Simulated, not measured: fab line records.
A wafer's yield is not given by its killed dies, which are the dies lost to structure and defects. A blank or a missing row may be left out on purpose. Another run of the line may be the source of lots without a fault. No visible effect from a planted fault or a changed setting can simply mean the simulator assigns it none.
Chamber matching	flow n5_finfet	4 sister chambers for N5_DUMMY_GATE_ETCH_32 on rie_si-01
The step etches SiO2 in CF4, target depth 3.5 nm, time 3.9 s. 8 wafers are shown with their chamber, then 9 later ones without.

== WAFERS PAIRED WITH THEIR CHAMBERS ==
wafer	chamber	throttle_valve_pct (%)	drypump_motor_current_A (A)
L082.3	3	21.34	5.9
L088.3	0	21.83	6.3
L088.4	3	21.34	5.9
L089.4	1	21.96	5.2
L089.5	2	21.55	6.3
L091.2	0	21.83	6.3
L091.3	1	21.97	5.2
L091.6	2	21.55	6.4

== WAFERS WHOSE CHAMBER IS MISSING ==
wafer	throttle_valve_pct (%)	drypump_motor_current_A (A)
L092.1	21.53	6.3
L092.2	21.34	5.9
L092.3	21.96	5.2
L096.2	21.56	6.3
L096.4	21.34	5.9
L096.6	21.55	6.3
L097.3	21.34	5.9
L097.5	21.95	5.2
L097.6	21.81	6.3

== WHICH CHAMBER EACH ONE RAN IN ==
wafer	from the rows above	in truth
L092.1	2	2
L092.2	3	3
L092.3	1	1
L096.2	2	2
L096.4	3	3
L096.6	2	2
L097.3	3	3
L097.5	1	1
L097.6	0	0
Correctly placed: 9 of 9. Number that these rows cannot place: 0. 0 placed wrongly.
How it was worked out, from the rows above alone: a wafer's distance from a chamber is the root of the sum, over the readings, of the square of ((its reading less the chamber's mean) divided by the reading's scatter). The wafer belongs to the nearest chamber; if the next one is less than 2 further off, it can't be placed. Each chamber's mean is taken over the wafers shown for it. The scatter: the root of (the sum of the squares of (reading less its chamber's mean) over the shown wafers, divided by (wafers less chambers)).
